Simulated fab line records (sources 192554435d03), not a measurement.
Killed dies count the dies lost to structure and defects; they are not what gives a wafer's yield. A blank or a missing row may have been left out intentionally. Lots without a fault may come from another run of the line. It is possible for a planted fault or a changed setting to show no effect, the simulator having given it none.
fab line records | flow n5Finfet
record lots=7 wafers=21
route steps=1938 shown BEOL_M4@1049 BEOL_M5@1116 BEOL_M7@1263 BEOL_M8@1337
startH: start of the lot's first displayed wafer, in hours after the record's first day | waitH: hours since the lot's step before | " identical to the entry in the row above | L1.1+2: a row that stands for several wafers | - no value, or no start was given | * or withheld: withheld | < > ~ a bound
route shown NAME@n: NAME is a module with steps in the file, n the number in the route of the first one | usual: mean/standard deviation taken from wafers without a fault | same: alike in all rows | chamber/n: place in a boat | sites: each site's reading | _std_site: their standard deviation | _edge_site: mean of outer sites minus mean of inner sites | radiusMm: for every site, how far away it sits from the centre of the wafer | mask NAME#n: copy n | behind: the most recent tool/chamber to have shaped the wafer | hold: why the lot was held/for how many hours/how that ended | device: the n, p or np transistor that did not switch | end of line: the route-end tests of the same wafers | where a step has no rows: the recipe by itself | killed: dies that structure and defects cost at the first sort, which is not the same as the wafer's yield | map: dies across one wafer; x = killed, . = not, _ = none there
set.NAME: the setting that was run; set.NAME@STEP: the one run at that earlier step | model.NAME: the simulator's own value behind a step, which no gauge read
lots with deliberately changed settings; one table per step, one row per wafer
## steps
# step N5_BEOL_M4_COAT_76
# recipe resist=underlayer tempC=205 timeS=60 spinRpm=1500 resistThkNm=5
# columns lot.wafer tool chamber startH waitH set.spinRpm
L074.3 lithoTrack-03 0 - - 1500
L074.5+6 " 0 " " 1342
L076.2+5 lithoTrack-05 0 - - 1368
L076.4 " 0 " " 1500
L088.1+3+6 lithoTrack-02 0 - - 1500
L087.1+5+6 lithoTrack-03 0 - - 1500
L090.3 lithoTrack-03 0 - - 1630
L090.4+6 " 0 " " 1500
L092.3+5+6 lithoTrack-02 0 - - 1500
L091.2+3 lithoTrack-05 0 - - 1650
L091.5 " 0 " " 1500
# step N5_BEOL_M4_COAT_22
# recipe resist=CAR-EUV spinRpm=1500 resistThkNm=30
# step N5_BEOL_M4_EBR_24
# recipe solvent=PGMEA ebrWidthMm=1.5
# step N5_BEOL_M4_DESCUM_33
# recipe chemistry=O2 timeS=7 sourcePowerW=50 biasPowerW=20 pressureMtorr=20 rfFrequencyHz=2.712e+07 tempC=40 resist=CAR-EUV o2FlowSccm=225
# step N5_BEOL_M4_ETCH_77
# recipe chemistry=N2/H2 target=underlayer targetDepthA=65 maskMaterial=CAR-EUV timeS=5.2 ionEnergyEv=200 pressureMtorr=30 sourceW=840 biasW=150 n2FlowSccm=200 h2FlowSccm=200 ends=cleared
# usual etchRfOnTimeS=5.19/0.092
# columns lot.wafer tool chamber startH waitH set.spinRpm@BEOL_M4_COAT_76 etchRfOnTimeS model.etch.depthNm
L074.3 rieDiel-03 0 161.88 0.0 1500 5.19 4.973
L074.5 " 2 " " 1342 5.60 5.28
L074.6 " 1 " " 1342 5.73 5.255
L076.2 rieDiel-04 0 166.77 0.0 1368 5.33 5.204
L076.4 " 3 " " 1500 5.04 4.978
L076.5 " 2 " " 1368 5.32 5.187
L088.1 rieDiel-06 1 239.20 0.0 1500 5.15 5.002
L088.3 " 3 " " 1500 5.22 4.981
L088.6 " 0 " " 1500 5.30 5.003
L087.1 rieDiel-06 3 246.56 0.0 1500 5.19 5.01
L087.5 " 0 " " 1500 5.27 5.006
L087.6 " 3 " " 1500 5.19 5.003
L090.3 rieDiel-04 3 252.54 0.0 1630 4.87 4.797
L090.4 " 2 " " 1500 5.15 5.008
L090.6 " 3 " " 1500 5.08 5.009
L092.3 rieDiel-04 3 255.84 0.0 1500 5.07 4.993
L092.5 " 2 " " 1500 5.15 4.997
L092.6 " 1 " " 1500 5.10 4.976
L091.2 rieDiel-06 0 256.55 0.0 1650 5.06 4.772
L091.3 " 2 " " 1650 4.98 4.766
L091.5 " 3 " " 1500 5.27 5.01
# step N5_BEOL_M4_ETCH_69
# recipe chemistry=CF4 target=SiARC targetDepthA=156 maskMaterial=CAR-EUV timeS=26 ionEnergyEv=80 pressureMtorr=40 sourceW=545 biasW=36 Ar_flow_sccm=100 cf4FlowSccm=100 ends=cleared
# step N5_BEOL_M4_ALD_98
# recipe material=SiO2 targetThkA=25 tempC=100 aldPrecursorFamily=BDEAS aldCoReactant=O2-plasma pulseTimeS=1 coReactantPulseTimeS=1 purgeTimeS=2 coReactantPurgeTimeS=2 aldCycles=17 pressureTorr=2
# step N5_BEOL_M4_ETCHBACK_99
# recipe chemistry=CHF3 target=SiO2 targetDepthA=50 timeS=10.4 sourceW=215 biasW=47 Ar_flow_sccm=200 CHF3_flow_sccm=12 ionEnergyEv=100 pressureMtorr=30
# columns lot.wafer tool chamber startH waitH set.spinRpm@BEOL_M4_COAT_76 model.CAR-EUV_of_BEOL_M4_COAT_22.thkNm
L074.3 rieDiel-03 2 163.82 1.8 1500 10.6
L074.5+6 " 2,1 " " 1342 10.2
L076.2+5 rieDiel-06 2 171.05 4.1 1368 10.2
L076.4 " 0 " " 1500 10.4
L087.1+5+6 rieDiel-03 1,1,0 250.29 3.6 1500 10.4
L088.1+3+6 rieDiel-06 3,2,2 253.62 14.1 1500 10.4
L090.3 rieDiel-04 0 256.48 3.8 1630 10.6
L090.4+6 " 2,3 " " 1500 10.4
L092.3 rieDiel-03 3 257.63 1.6 1500 10.2
L092.5+6 " 0,3 " " 1500 10.4
L091.2+3 rieDiel-04 2,0 261.65 4.9 1650 10.8
L091.5 " 2 " " 1500 10.4
# step N5_BEOL_M4_ETCH_70
# recipe chemistry=N2/H2 target=SOC targetDepthA=800 overetchA=240 maskMaterial=SiARC tempC=40 timeS=130 ionEnergyEv=200 pressureMtorr=30 sourceW=840 biasW=150 n2FlowSccm=200 h2FlowSccm=200
# columns lot.wafer tool chamber startH waitH set.spinRpm@BEOL_M4_COAT_67 model.etch.depthNm
L074.3 rieDiel-03 2 163.86 0.0 1500 60.02
L074.5 " 2 " " 1500 59.91
L074.6 " 1 " " 1500 60.01
L076.2 rieDiel-06 2 171.09 0.0 1377 62.72
L076.4 " 0 " " 1500 59.86
L076.5 " 2 " " 1500 59.99
L087.1 rieDiel-03 1 250.33 0.0 1500 59.92
L087.5 " 1 " " 1658 56.97
L087.6 " 0 " " 1500 60.03
L088.1 rieDiel-06 3 253.66 0.0 1500 60.03
L088.3 " 2 " " 1500 60.07
L088.6 " 2 " " 1500 59.97
L090.3 rieDiel-04 0 256.51 0.0 1564 58.57
L090.4 " 2 " " 1564 58.75
L090.6 " 3 " " 1500 60
L092.3 rieDiel-03 3 257.66 0.0 1500 59.68
L092.5 " 0 " " 1421 61.29
L092.6 " 3 " " 1421 61.55
L091.2 rieDiel-04 2 261.68 0.0 1395 62.3
L091.3 " 0 " " 1500 59.98
L091.5 " 2 " " 1500 59.94
# step N5_BEOL_M5_HM_DEP_02
# recipe material=TiN targetThkA=200 tempC=25 chamberPressurePa=0.49996
# columns lot.wafer tool chamber startH waitH set.targetThkA model.TiN_of_BEOL_M5_HM_DEP_02.thkNm
L074.3 pvdSputter-01 - 170.70 1.1 200 20
L074.5 " - " " 200 20.2
L074.6 " - " " 220.3 22.2
L076.2+4 pvdSputter-01 - 179.84 3.1 200 19.8
L076.5 " - " " 216.8 21.4
L087.1+5 pvdSputter-02 - 257.38 0.6 188.6 18.8
L087.6 " - " " 200 20
L088.1+3+6 pvdSputter-01 - 261.35 1.8 200 20
L090.3+4+6 pvdSputter-03 - 262.96 0.3 200 20
L092.3+6 pvdSputter-03 - 265.70 1.9 181.8 18
L092.5 " - " " 200 19.8
L091.2+3 pvdSputter-03 - 269.70 1.5 200 20
L091.5 " - " " 200 20.2
# step N5_BEOL_M5_COAT_59
# recipe resist=SOC tempC=250 timeS=60 spinRpm=1500 resistThkNm=60
# step N5_BEOL_M5_COAT_60
# recipe resist=SiARC tempC=220 timeS=60 spinRpm=1500 resistThkNm=12
# step N5_BEOL_M5_STRIP_73
# recipe chemistry=N2/H2 tempC=40 n2FlowSccm=200 h2FlowSccm=200 rfFrequencyHz=6e+07
# step N5_BEOL_M5_STRIP_64
# recipe chemistry=CF4 resist=SiARC powerW=300 biasPowerW=75 pressureMtorr=50 cf4FlowSccm=150 rfFrequencyHz=6e+07
# step N5_BEOL_M5_HM_OPEN_17
# recipe chemistry=Cl2/BCl3 targetDepthA=200 overetchA=60 target=TiN maskMaterial=SOC ionEnergyEv=150 pressureMtorr=10 icpW=1000 biasW=126 Cl2_flow_sccm=53.25 bcl3FlowSccm=21.75 Ar_flow_sccm=25
# columns lot.wafer tool chamber startH waitH set.targetThkA@BEOL_M5_HM_DEP_02 model.etch.depthNm
L074.3 rieMetal-01 1 171.62 0.1 200 19.92
L074.5 " 0 " " 200 20.16
L074.6 " 1 " " 220.3 22.18
L076.2 rieMetal-02 0 180.60 0.0 200 19.84
L076.4 " 1 " " 200 19.74
L076.5 " 1 " " 216.8 21.37
L087.1 rieMetal-02 1 258.18 0.0 188.6 18.79
L087.5 " 1 " " 188.6 18.87
L087.6 " 1 " " 200 19.92
L088.1+6 rieMetal-03 1,0 262.23 0.0 200 19.96
L088.3 " 1 " " 200 19.94
L090.3 rieMetal-01 1 263.99 0.1 200 20.03
L090.4 " 0 " " 200 19.96
L090.6 " 1 " " 200 20.05
L092.3 rieMetal-03 1 266.91 0.1 181.8 18.01
L092.5 " 1 " " 200 19.76
L092.6 " 0 " " 181.8 17.96
L091.2 rieMetal-02 0 270.73 0.0 200 20.07
L091.3 " 0 " " 200 20
L091.5 " 1 " " 200 20.15
# step N5_BEOL_M5_ETCH_41
# recipe chemistry=CH3F/O2 target=SiCN targetDepthA=315 taperDeg=2 timeS=56.7 ionEnergyEv=120 maskMaterial=TiN pressureMtorr=30 sourceW=395 biasW=75 Ar_flow_sccm=150 CH3F_flow_sccm=30 O2_flow_sccm=20
# usual rfVppV=297.7/0.98
# columns lot.wafer tool chamber startH waitH set.sourceW rfVppV model.etch.depthNm
L074.3 rieDiel-02 0 - - 395 297.8 22.07
L074.5 " 0 " " 395 297.2 21.8
L074.6 " 1 " " 395 296.3 22.07
L076.2 rieDiel-05 1 - - 395 296.5 21.44
L076.4 " 0 " " 433.3 289.3 22.64
L076.5 " 0 " " 395 297.5 21.83
L087.1 rieDiel-02 2 - - 395 299.8 22.25
L087.5 " 2 " " 419.8 292.2 22.74
L087.6 " 1 " " 419.8 291.2 22.37
L088.1 rieDiel-05 0 - - 395 298.2 21.67
L088.3 " 1 " " 395 298.5 21.31
L088.6 " 2 " " 395 297.0 21.47
L090.3 rieDiel-02 2 - - 442.3 286.6 23.22
L090.4 " 0 " " 395 296.9 21.66
L090.6 " 3 " " 442.3 285.2 22.53
L092.3 rieDiel-05 0 - - 395 298.3 21.79
L092.5 " 2 " " 450.4 285.4 22.55
L092.6 " 3 " " 395 298.3 21.24
L091.2 rieDiel-01 3 - - 336.2 313.2 19.97
L091.3 " 1 " " 395 296.7 21.49
L091.5 " 3 " " 336.2 312.6 20.02
# step N5_BEOL_M7_ILD_DEP_00
# recipe material=SiCOH_lowk targetThkA=1797.5 tempC=300 precursor=DEMS/porogen pressureTorr=5 rfW=500 timeS=33.4
# columns lot.wafer tool chamber startH waitH set.timeS model.SiCOH_lowk_of_BEOL_M7_ILD_DEP_00.thkNm
L074.3 pecvd-02 2 191.59 0.0 33.4 179.6
L074.5 " 0 " " 33.4 181.8
L074.6 " 1 " " 33.4 181.4
L076.2 pecvd-04 2 196.27 0.0 33.4 175.2
L076.4 " 0 " " 29.61 160
L076.5 " 1 " " 33.4 181.8
L087.1 pecvd-04 0 277.40 0.0 35.63 191.2
L087.5 " 1 " " 35.63 190.2
L087.6 " 0 " " 35.63 193.6
L088.1 pecvd-04 0 279.18 0.0 33.4 178.2
L088.3 " 2 " " 33.4 177.4
L088.6 " 2 " " 33.4 178.8
L090.3 pecvd-02 1 280.75 0.0 30.21 159.4
L090.4 " 1 " " 30.21 164
L090.6 " 0 " " 33.4 179.4
L092.3 pecvd-03 2 283.63 0.0 29.43 160.2
L092.5 " 2 " " 33.4 182
L092.6 " 0 " " 33.4 181
L091.2 pecvd-04 0 285.76 0.0 35.48 186.8
L091.3 " 2 " " 33.4 178.4
L091.5 " 2 " " 33.4 180.6
# step N5_BEOL_M7_CURE_74
# recipe tempC=385 timeS=240 ambient=He/Ar material=SiCOH_lowk
# columns lot.wafer tool chamber startH waitH set.timeS@BEOL_M7_ILD_DEP_00 model.SiCOH_lowk_of_BEOL_M7_ILD_DEP_00.thkNm
L074.3 uvCure-01 1 191.82 0.2 33.4 154.8
L074.5 " 1 " " 33.4 156.8
L074.6 " 1 " " 33.4 156.4
L076.2 uvCure-01 2 196.42 0.1 33.4 151.2
L076.4 " 2 " " 29.61 137.8
L076.5 " 2 " " 33.4 156.8
L087.1 uvCure-03 1 277.47 0.0 35.63 165
L087.5 " 1 " " 35.63 164
L087.6 " 1 " " 35.63 167
L088.1 uvCure-01 2 279.24 0.0 33.4 153.6
L088.3 " 2 " " 33.4 153
L088.6 " 2 " " 33.4 154.2
L090.3 uvCure-03 0 280.98 0.2 30.21 137.2
L090.4 " 0 " " 30.21 141.2
L090.6 " 0 " " 33.4 154.8
L092.3 uvCure-01 0 283.85 0.2 29.43 138
L092.5 " 0 " " 33.4 157
L092.6 " 0 " " 33.4 156
L091.2 uvCure-03 2 285.91 0.1 35.48 161.2
L091.3 " 2 " " 33.4 153.8
L091.5 " 2 " " 33.4 155.8
# step N5_BEOL_M7_THK_MEAS_01
# recipe reads=SiCOH_lowk_of_BEOL_M7_ILD_DEP_00
# usual M7_ILD_THK=154.8/2
# columns lot.wafer tool chamber startH waitH set.timeS@BEOL_M7_ILD_DEP_00 M7_ILD_THK[nm]
L074.3 filmMetro-02 - 192.17 0.3 33.4 154.8
L074.5 " - " " 33.4 156.7
L074.6 " - " " 33.4 156.5
L076.2 filmMetro-02 - 196.85 0.4 33.4 151.0
L076.4 " - " " 29.61 137.8
L076.5 " - " " 33.4 156.8
L087.1 filmMetro-01 - 277.98 0.4 35.63 165.1
L087.5 " - " " 35.63 164.0
L087.6 " - " " 35.63 167.1
L088.1 filmMetro-02 - 279.76 0.4 33.4 153.7
L088.3 " - " " 33.4 153.0
L088.6 " - " " 33.4 154.2
L090.3 filmMetro-01 - 281.33 0.3 30.21 137.3
L090.4 " - " " 30.21 141.2
L090.6 " - " " 33.4 154.7
L092.3 filmMetro-02 - 284.21 0.3 29.43 137.8
L092.5 " - " " 33.4 157.0
L092.6 " - " " 33.4 156.0
L091.2 filmMetro-02 - 286.34 0.4 35.48 161.1
L091.3 " - " " 33.4 153.9
L091.5 " - " " 33.4 155.8
# step N5_BEOL_M7_PECVD_70
# recipe material=SiO2 targetThkA=200 tempC=400 precursor=TEOS/O2 pressureTorr=5.5 rfW=450 teosFlowSccm=53.8 gas=O2 flowSccm=3000 timeS=22.7
# columns lot.wafer tool chamber startH waitH set.tempC model.SiO2_of_BEOL_M7_PECVD_70.thkNm
L074.3 pecvd-02 0 192.20 0.0 400 19.6
L074.5 " 2 " " 400 20.2
L074.6 " 0 " " 400 20
L076.2 pecvd-03 2 196.89 0.0 411.7 18.4
L076.4+5 " 1,2 " " 400 20.2
L087.1 pecvd-02 2 278.02 0.0 400 20
L087.5 " 2 " " 413.8 18.2
L087.6 " 0 " " 413.8 18
L088.1+3 pecvd-04 0,1 279.79 0.0 400 19.6
L088.6 " 1 " " 400 20
L090.3 pecvd-02 2 281.37 0.0 400 19.8
L090.4+6 " 2,0 " " 393 20.6
L092.3 pecvd-02 0 284.24 0.0 400 19.8
L092.5 " 2 " " 392.4 21.2
L092.6 " 0 " " 392.4 20.8
L091.2 pecvd-04 0 286.38 0.0 395 20.4
L091.3 " 1 " " 400 19.8
L091.5 " 2 " " 400 20.2
# step N5_BEOL_M7_TRENCH_ETCH_37
# recipe chemistry=C4F6/O2 targetDepthA=934.78 target=SiCOH_lowk timeS=31.2 ionEnergyEv=250 pressureMtorr=30 sourceW=345 biasW=185 Ar_flow_sccm=300 C4F6_flow_sccm=10 O2_flow_sccm=10
# usual rfVppV=668/6.1
# columns lot.wafer tool chamber startH waitH set.sourceW rfVppV
L074.3 rieDiel-05 2 - - 345 675
L074.5 " 0 " " 345 662
L074.6 " 3 " " 345 668
L076.2 rieDiel-01 3 - - 345 668
L076.4 " 1 " " 345 660
L076.5 " 2 " " 345 680
L087.1 rieDiel-05 2 - - 400.5 625
L087.5 " 2 " " 345 672
L087.6 " 1 " " 345 664
L088.1 rieDiel-02 2 - - 345 666
L088.3 " 3 " " 345 666
L088.6 " 2 " " 345 667
L090.3 rieDiel-02 0 - - 345 659
L090.4 " 2 " " 387.7 627
L090.6 " 3 " " 387.7 628
L092.3 rieDiel-01 1 - - 345 661
L092.5 " 3 " " 345 668
L092.6 " 0 " " 321.6 696
L091.2 rieDiel-01 0 - - 345 672
L091.3 " 3 " " 345 668
L091.5 " 3 " " 345 668
# step N5_BEOL_M7_ETCH_41
# recipe chemistry=CH3F/O2 target=SiCN targetDepthA=319 taperDeg=2 timeS=57.8 ionEnergyEv=120 maskMaterial=TiN pressureMtorr=30 sourceW=395 biasW=75 Ar_flow_sccm=150 CH3F_flow_sccm=30 O2_flow_sccm=20
# usual rfVppV=297.5/1.2
# columns lot.wafer tool chamber startH waitH set.sourceW rfVppV
L074.3 rieDiel-05 2 - - 343.2 312.5
L074.5 " 0 " " 395 298.2
L074.6 " 3 " " 395 298.5
L076.2 rieDiel-01 3 - - 395 295.2
L076.4 " 1 " " 395 297.6
L076.5 " 2 " " 395 298.2
L087.1 rieDiel-05 2 - - 395 298.4
L087.5 " 2 " " 395 297.6
L087.6 " 1 " " 425.7 290.5
L088.1 rieDiel-02 2 - - 395 299.0
L088.3 " 3 " " 395 296.1
L088.6 " 2 " " 395 298.8
L090.3 rieDiel-02 0 - - 461.8 281.3
L090.4 " 2 " " 395 298.0
L090.6 " 3 " " 461.8 283.0
L092.3 rieDiel-01 1 - - 395 296.5
L092.5 " 3 " " 395 295.4
L092.6 " 0 " " 428.9 289.9
L091.2 rieDiel-01 0 - - 395 297.8
L091.3 " 3 " " 395 296.1
L091.5 " 3 " " 395 296.7
# step N5_BEOL_M8_COAT_59
# recipe resist=SOC tempC=250 timeS=60 spinRpm=1500 resistThkNm=100
# columns lot.wafer tool chamber startH waitH set.spinRpm model.SOC_of_BEOL_M8_COAT_59.thkNm
L074.3 lithoTrack-04 0 198.15 0.1 1500 100.2
L074.5 " 0 " " 1500 100.6
L074.6 " 0 " " 1500 100.4
L076.2 lithoTrack-03 0 205.60 0.1 1645 95.6
L076.4 " 0 " " 1500 99.8
L076.5 " 0 " " 1500 100
L087.1 lithoTrack-01 0 286.16 0.1 1607 96.8
L087.5 " 0 " " 1500 99.8
L087.6 " 0 " " 1607 96.6
L088.1+6 lithoTrack-01 0 288.26 0.1 1500 99.6
L088.3 " 0 " " 1500 99.4
L090.3 lithoTrack-01 0 288.35 0.1 1500 100.2
L090.4 " 0 " " 1500 100
L090.6 " 0 " " 1341 105.6
L092.3 lithoTrack-04 0 295.71 0.1 1500 100.2
L092.5 " 0 " " 1642 96.2
L092.6 " 0 " " 1642 95.8
L091.2 lithoTrack-04 0 296.07 0.1 1571 97.6
L091.3 " 0 " " 1571 97.8
L091.5 " 0 " " 1500 100.2
## key
split step=N5_BEOL_M4_COAT_76 setting=spinRpm stated=1500 by=wafer
response step=N5_BEOL_M4_ETCH_77 reading=etchRfOnTimeS change=* per=1% r=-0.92
response step=N5_BEOL_M4_ETCH_77 reading=model.etch.depthNm change=-0.0254 per=1% r=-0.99
response step=N5_BEOL_M4_ETCHBACK_99 reading=model.CAR-EUV_of_BEOL_M4_COAT_22.thkNm change=+0.0322 per=1% r=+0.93
split step=N5_BEOL_M5_HM_DEP_02 setting=targetThkA stated=200 by=wafer
response step=N5_BEOL_M5_HM_DEP_02 reading=model.TiN_of_BEOL_M5_HM_DEP_02.thkNm change=+0.201 per=1% r=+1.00
response step=N5_BEOL_M5_HM_OPEN_17 reading=model.etch.depthNm change=+0.198 per=1% r=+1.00
split step=N5_BEOL_M5_ETCH_41 setting=sourceW stated=395 by=wafer
response step=N5_BEOL_M5_ETCH_41 reading=rfVppV change=-0.979 per=1% r=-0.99
response step=N5_BEOL_M5_ETCH_41 reading=model.etch.depthNm change=+0.0906 per=1% r=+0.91
split step=N5_BEOL_M7_ILD_DEP_00 setting=timeS stated=33.4 by=wafer
response step=N5_BEOL_M7_ILD_DEP_00 reading=model.SiCOH_lowk_of_BEOL_M7_ILD_DEP_00.thkNm change=+1.69 per=1% r=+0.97
response step=N5_BEOL_M7_CURE_74 reading=model.SiCOH_lowk_of_BEOL_M7_ILD_DEP_00.thkNm change=+1.48 per=1% r=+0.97
response step=N5_BEOL_M7_THK_MEAS_01 reading=M7_ILD_THK change=+1.48 per=1% r=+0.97
split step=N5_BEOL_M7_PECVD_70 setting=tempC stated=400 by=wafer
response step=N5_BEOL_M7_PECVD_70 reading=model.SiO2_of_BEOL_M7_PECVD_70.thkNm change=-0.558 per=1% r=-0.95
split step=N5_BEOL_M7_TRENCH_ETCH_37 setting=sourceW stated=345 by=wafer
response step=N5_BEOL_M7_TRENCH_ETCH_37 reading=rfVppV change=-2.85 per=1% r=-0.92
split step=N5_BEOL_M7_ETCH_41 setting=sourceW stated=395 by=wafer
response step=N5_BEOL_M7_ETCH_41 reading=rfVppV change=-0.952 per=1% r=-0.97
split step=N5_BEOL_M8_COAT_59 setting=spinRpm stated=1500 by=wafer
response step=N5_BEOL_M8_COAT_59 reading=model.SOC_of_BEOL_M8_COAT_59.thkNm change=-0.471 per=1% r=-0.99
split outsideThisFile step=N5_BEOL_M4_COAT_67 setting=spinRpm
# split outsideThisFile: this setting was split too, and the file shows its column; the key of that split is in another file
